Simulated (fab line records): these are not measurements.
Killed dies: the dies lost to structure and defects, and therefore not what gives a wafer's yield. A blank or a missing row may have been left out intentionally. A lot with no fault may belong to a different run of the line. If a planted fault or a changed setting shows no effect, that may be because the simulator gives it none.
Chamber matching	flow n5Finfet	N5_BEOL_M5_ETCH_67 on rieDiel-03: 4 sister chambers
The step etches SiARC in CF4, target depth 15.6 nm, time 26 s. 4 wafers are shown with their chamber, then 12 later ones without.

== EACH WAFER AND ITS CHAMBER ==
wafer	chamber	drypumpMotorCurrentA (A)
L086.5	0	6.2
L092.1	1	5.7
L092.2	2	5.7
L092.3	3	6.3

== WAFERS WITHOUT THEIR CHAMBER ==
wafer	drypumpMotorCurrentA (A)
L092.4	6.2
L092.5	6.3
L092.6	5.7
L095.1	5.7
L095.2	6.4
L095.3	6.2
L095.4	6.4
L095.5	5.7
L095.6	6.2
L096.2	5.7
L096.4	5.8
L096.6	6.2

== THE CHAMBER EACH PASSED THROUGH ==
wafer	from the rows above	in truth
L092.4	can't be placed: 0 or 3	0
L092.5	can't be placed: 3 or 0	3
L092.6	can't be placed: 1 or 2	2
L095.1	can't be placed: 1 or 2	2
L095.2	can't be placed: 3 or 0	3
L095.3	can't be placed: 0 or 3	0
L095.4	can't be placed: 3 or 0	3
L095.5	can't be placed: 1 or 2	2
L095.6	can't be placed: 0 or 3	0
L096.2	can't be placed: 1 or 2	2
L096.4	can't be placed: 1 or 2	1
L096.6	can't be placed: 0 or 3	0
Correct placement for 0 of the 12. Can't be placed from these rows: 12 (the true chamber is among the candidates in 12). Number placed wrongly: 0.
How it was worked out, from the rows above alone: a wafer's distance from a chamber is the root of the sum, over the readings, of the square of ((its reading less the chamber's mean) divided by the reading's scatter). If the next closest chamber is less than 2 further off than the closest, the wafer can't be placed; otherwise it belongs to the closest. A chamber's mean is the mean of its shown wafers. The scatter (one wafer shown for each chamber): square how far every hidden wafer sits from the nearest shown wafer, average those squares and take the square root.
